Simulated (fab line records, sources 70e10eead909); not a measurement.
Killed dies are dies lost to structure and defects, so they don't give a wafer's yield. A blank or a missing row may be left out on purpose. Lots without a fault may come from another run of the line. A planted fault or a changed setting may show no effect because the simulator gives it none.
A struck lot beside a sound one | flow nand_harc | 36 steps out of a route of 1302
Sound: wafers L161.1, L161.4, L161.6. Struck: wafer L157.2. (L157.4, L157.6 of the same lot were not struck and are left out.) The cause comes at the end.
At each step with rows: each side's tool, then ch and its chambers, then its first start. Under that, the readings that differ: sound wafers | struck wafers | difference of the means | sigmas: that difference in standard deviations of wafers without a fault.
alike: readings whose means differ by less than 2 such deviations, and words and numbers that are the same on both sides. not compared: withheld readings, readings that some wafer has no value for, bounds like >300 that may hide the same value, and numbers for which the record gives no deviation and whose values overlap.
The two part at a step that has a row with sigmas, a row that says differs or no value, or rows on one side only. Numbers that don't overlap but have no deviation are shown without sigmas and don't part them. A reading that every wafer of one side lacks parts them only if that side has two wafers or more.

first, 2 steps without rows for these wafers: NHARC_A_SLIT_PRECLEAN_19 (cleans in SC1); NHARC_A_SLIT_SRD_20.
NHARC_A_SLIT_CD_MEAS_21:
  sound on cd_sem-01, day 25 09:39; struck on cd_sem-01, day 24 09:55
  alike: cd_nm
then, 3 steps without rows for these wafers: NHARC_A_SIN_REMOVE_WET_00 (chemistry H3PO4, time 15300 s); NHARC_A_SIN_REMOVE_PRECLEAN_01 (cleans in SC1); NHARC_A_SIN_REMOVE_SRD_02.
NHARC_A_SIN_REMOVE_INSPECT_04:
  sound on defect_inspect-01, day 25 16:20; struck on defect_inspect-02, day 24 16:22
  alike: raw_defect_count
then, 1 step without rows for these wafers: NHARC_A_WL_FILL_ALD_00 (deposits Al2O3, target thk 3 nm, pulse time 3 s, ald cycles 30).
NHARC_A_WL_FILL_RTA_01: time 5 s.
  sound on rtp_anneal-01 ch 0, day 25 16:40; struck on rtp_anneal-01 ch 0, day 24 16:54
  alike: lamp_power_pct, lamp_zone_5_pct, lamp_zone_7_pct, wafer_temp_C_max
NHARC_A_WL_FILL_ALD_02: deposits TiN, target thk 2 nm, pulse time 3 s, ald cycles 100.
  sound on ald_metal-04 ch 1,2, day 25 16:55; struck on ald_metal-04 ch 0, day 24 17:05
  reading            | sound       | struck | difference | sigmas
  heater_power_w (W) | 862 878 885 | 1144   | +269       | +3
  alike: precursor_pulse_height_rel
NHARC_A_WL_FILL_CVD_03: deposits W, target thk 40 nm, time 279 s.
  sound on cvd_w-01 ch 0,1, day 25 17:19; struck on cvd_w-02 ch 0, day 24 17:31
  alike: heater_power_w, throttle_valve_pct
then, 1 step without rows for these wafers: NHARC_A_WL_FILL_ETCHBACK_04 (etches the open film in NF3, target depth 60 nm, time 120 s).
NHARC_A_WL_FILL_ETCHBACK_05: etches the open film in Cl2/BCl3, target depth 22 nm, time 60 s.
  sound on rie_metal-01 ch 0,1, day 25 17:57; struck on rie_metal-03 ch 1, day 24 18:08
  alike: drypump_motor_current_A, oes_product_au
  not compared: rf_hours_counter_h
then, 12 steps without rows for these wafers: NHARC_A_WL_FILL_STRIP_27 (strips in N2/H2, time 20 s); NHARC_A_WL_FILL_STRIP_28 (strips in post etch residue remover, time 1200 s); NHARC_A_WL_FILL_PRECLEAN_06 (cleans in DIW, time 300 s); NHARC_A_WL_FILL_SRD_07; NHARC_A_WL_FILL_ANNEAL_08 (time 1800 s); NHARC_A_WL_FILL_ALD_10 (deposits SiO2, target thk 50 nm, pulse time 10 s, ald cycles 500); NHARC_A_WL_FILL_ETCHBACK_16 (etches the open film in C4F8/O2/Ar, target depth 120 nm, time 24 s); NHARC_A_WL_FILL_STRIP_29 (strips in O2, time 20 s); NHARC_A_WL_FILL_ETCHBACK_17 (etches the open film in Cl2/BCl3, target depth 4 nm, time 26.7 s); NHARC_A_WL_FILL_PRECLEAN_18 (cleans in dHF, time 30 s); NHARC_A_WL_FILL_SRD_21; NHARC_A_WL_FILL_CVD_23 (deposits poly-Si, target thk 40 nm, time 800 s).
NHARC_A_WL_FILL_ETCHBACK_26: etches the open film in HBr, target depth 52 nm, time 13.3 s.
  sound on rie_si-02 ch 0,1,3, day 26 09:31; struck on rie_si-02 ch 3, day 25 09:40
  alike: drypump_motor_current_A, hbr_flow_sccm, oes_product_au, throttle_valve_pct
  not compared: rf_hours_counter_h
then, 3 steps without rows for these wafers: NHARC_A_WL_FILL_PRECLEAN_30 (cleans in dHF, time 10 s); NHARC_A_WL_FILL_SRD_14; NHARC_A_WL_FILL_ALD_19 (deposits TiN, target thk 2 nm, pulse time 3 s, ald cycles 100).
NHARC_A_WL_FILL_CVD_20: deposits W, target thk 100 nm, time 74 s.
  sound on cvd_w-02 ch 0; struck on cvd_w-01 ch 1
  alike: heater_power_w, throttle_valve_pct
then, 2 steps without rows for these wafers: NHARC_A_WL_FILL_CMP_12 (polishes, t overpolish 30 s, target thk 100 nm); NHARC_A_WL_FILL_SRD_31.
NHARC_A_WL_FILL_INSPECT_15:
  sound on defect_inspect-01, day 26 10:40; struck on defect_inspect-01, day 25 10:49
  alike: raw_defect_count
then, 2 steps without rows for these wafers: NHARC_A_CONTACT_DEP_24 (deposits SiO2, target thk 500 nm); NHARC_A_CONTACT_DEP_28 (deposits aC, target thk 7000 nm).
-- the record jumps here: 3 days lie between the struck wafers' starts before and after (it left off in module A_CONTACT and takes up again in module END, whose first step shown is number 1302 of the route) --
NHARC_END_SORT_01:
  the record has rows for the struck wafers here (prober-02 ch 0, day 28 15:30) and none for the sound ones

WHERE THEY PART
First at NHARC_A_WL_FILL_ALD_02; last, within this record, at NHARC_END_SORT_01.

WHY: what the simulator had put in
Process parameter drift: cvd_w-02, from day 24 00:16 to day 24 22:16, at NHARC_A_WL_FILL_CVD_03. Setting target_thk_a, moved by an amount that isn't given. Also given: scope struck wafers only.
